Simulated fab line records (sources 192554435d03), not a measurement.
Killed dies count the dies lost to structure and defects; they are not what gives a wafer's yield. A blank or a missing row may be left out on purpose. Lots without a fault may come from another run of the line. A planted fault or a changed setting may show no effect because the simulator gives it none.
Which of the tools did it? | flow n5Finfet | route of 1938 steps, sampled at 1 step: 9 lots, 27 wafers

## WHAT THE GAUGES SHOWED, per wafer
N5_BEOL_M0_SAQP_CD_MEAS_40: target cd 30 nm.
lot  | measured     | on       | cdNm (nm)
L273 | day 5 21:32  | cdSem-01 | 30.54 30.27 29.98
L282 | day 7 22:29  | cdSem-03 | 29.82 30.87 30.50
L284 | day 8 14:23  | cdSem-03 | 30.28 29.98 30.06
L286 | day 9 02:40  | cdSem-01 | 30.50 29.98 30.11
L287 | day 9 08:23  | cdSem-03 | 30.12 30.16 30.25
L288 | day 9 10:53  | cdSem-01 | 30.38 30.38 29.94
L290 | day 10 03:38 | cdSem-02 | 30.07 29.95 29.94
L294 | day 11 02:07 | cdSem-02 | 29.94 30.17 29.82
L295 | day 11 04:10 | cdSem-03 | 30.22 30.17 29.85

## WHAT TOOL EACH LOT RAN ON (gives the tool, then ch and the chambers of the sampled wafers, and finally the start)
No process step before these readings appears in the record.

## THE ANSWER, worked out from the rows above alone
Rule: usual is defined by the lots themselves. The widest of any qualifying gaps counts: lots, ordered by their means at a reading, are off when they make up no more than a third of the lots, leave a main group of 4 or more, and stand apart from it by 3 or more times the standard deviation of that group's means. If all means in a main group match to the digits the tables above print for the reading, that group is not used. Also off: a lot with no number at a reading for which 4 or more lots have one. All remaining lots with rows at the step are treated as sound.
None of the lots is off at any reading shown; this tells nothing.

## WHAT THE SIMULATOR PUT IN
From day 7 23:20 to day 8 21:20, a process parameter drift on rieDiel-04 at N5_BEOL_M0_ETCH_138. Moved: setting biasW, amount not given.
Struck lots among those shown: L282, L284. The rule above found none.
